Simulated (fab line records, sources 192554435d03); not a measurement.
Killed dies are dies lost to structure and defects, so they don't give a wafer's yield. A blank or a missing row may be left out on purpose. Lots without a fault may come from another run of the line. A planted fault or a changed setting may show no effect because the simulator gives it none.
A struck lot beside a sound one | flow n5_finfet | 19 steps out of a route of 1938
Sound: wafers L138.1, L138.4, L138.6. Struck: wafers L147.4, L147.5, L147.6. The cause comes at the end.
At each step with rows: each side's tool, then ch and its chambers, then its first start. Under that, the readings that differ: sound wafers | struck wafers | difference of the means | sigmas: that difference in standard deviations of wafers without a fault.
alike: readings whose means differ by less than 2 such deviations, and words and numbers that are the same on both sides. not compared: withheld readings, readings that some wafer has no value for, bounds like >300 that may hide the same value, and numbers for which the record gives no deviation and whose values overlap.
The two part at a step that has a row with sigmas, a row that says differs or no value, or rows on one side only. Numbers that don't overlap but have no deviation are shown without sigmas and don't part them. A reading that every wafer of one side lacks parts them only if that side has two wafers or more.

N5_BEOL_M8_ETCH_62: etches SOC in N2/H2, target depth 110 nm, overetch 22 nm, time 165 s.
  sound on rie_diel-04 ch 1,2, day 11 12:49; struck on rie_diel-04 ch 0,1,3, day 13 10:41
  alike: drypump_motor_current_A, oes_product_au, rf_vpp_V, showerhead_plenum_p_Torr, throttle_valve_pct
  not compared: rf_hours_counter_h
then, 1 step without rows for these wafers: N5_BEOL_M8_STRIP_68 (strips in N2/H2).
N5_BEOL_M8_STRIP_67: strips in CF4.
  sound on rie_diel-04 ch 1,2, day 11 12:58; struck on rie_diel-04 ch 0,1,3, day 13 10:50
  alike: drypump_motor_current_A, oes_product_au, power_w, rf_vpp_V, showerhead_plenum_p_Torr, throttle_valve_pct
  not compared: rf_hours_counter_h
N5_BEOL_M8_HM_OPEN_17: chemistry Cl2/BCl3, target TiN, target depth 20 nm, overetch 6 nm.
  sound on rie_metal-01 ch 1, day 11 13:00; struck on rie_metal-02 ch 0, day 13 10:58
  reading                | sound             | struck            | difference | sigmas
  throttle_valve_pct (%) | 22.48 22.49 22.48 | 22.02 22.00 22.01 | -0.47      | -2
  alike: drypump_motor_current_A, oes_product_au
  not compared: rf_hours_counter_h
N5_BEOL_M8_STRIP_19: strips in O2.
  sound on rie_diel-04 ch 1,2, day 11 13:10; struck on rie_diel-01 ch 0,2,3, day 13 11:09
  alike: drypump_motor_current_A, oes_product_au, rf_vpp_V, showerhead_plenum_p_Torr, throttle_valve_pct
  not compared: rf_hours_counter_h
N5_BEOL_M8_CD_MEAS_18: pitch 80 nm, target cd 40 nm.
  sound on cd_sem-02, day 11 13:14; struck on cd_sem-02, day 13 11:13
  alike: cd_nm
then, 6 steps without rows for these wafers: N5_BEOL_M8_COAT_63 (time 60 s, resist thk 60 nm); N5_BEOL_M8_COAT_64 (time 60 s, resist thk 12 nm); N5_BEOL_M8_COAT_71 (time 60 s, resist thk 5 nm); N5_BEOL_M8_COAT_22 (resist thk 30 nm); N5_BEOL_M8_EBR_24; N5_BEOL_M8_SOFTBAKE_23 (time 60 s).
N5_BEOL_M8_EXPOSE_25: exposes mask V7, target cd 40 nm.
  sound on euv_scanner-02 ch 0, day 11 14:16; struck on euv_scanner-01 ch 0, day 13 11:32
  reading                         | sound          | struck      | difference | sigmas
  model.BEOL_M8.overlay_x_nm (nm) | -0.2 -0.2 -0.2 | 4.2 4.2 4.2 | +4.4       |
  alike: mask
then, 2 steps without rows for these wafers: N5_BEOL_M8_PEB_26 (peb time 60 s); N5_BEOL_M8_DEVELOP_27 (develop time 30 s).
N5_BEOL_M8_CD_MEAS_28: target cd 40 nm.
  sound on cd_sem-03 ch 0, day 11 14:24; struck on cd_sem-02 ch 0, day 13 11:40
  alike: cd_nm
N5_BEOL_M8_OVL_MEAS_29:
  sound on overlay-01 ch 0, day 11 14:26; struck on overlay-02 ch 0, day 13 11:42
  reading     | sound         | struck      | difference | sigmas
  V7_OVL (nm) | 0.5 -0.4 -0.4 | 3.4 3.9 3.2 | +3.6       | +5
N5_BEOL_M8_INSPECT_30: inspects for defects (brightfield).
  sound on defect_inspect-02, day 11 14:29; struck on defect_inspect-01, day 13 11:44
  alike: raw_defect_count
then, 1 step without rows for these wafers: N5_PASSIVATION_PROBE_49.

WHERE THEY PART
First at N5_BEOL_M8_HM_OPEN_17; last, within this record, at N5_BEOL_M8_OVL_MEAS_29. Later steps at which nothing parts them and some readings are alike: N5_BEOL_M8_INSPECT_30.

WHY: what the simulator had put in
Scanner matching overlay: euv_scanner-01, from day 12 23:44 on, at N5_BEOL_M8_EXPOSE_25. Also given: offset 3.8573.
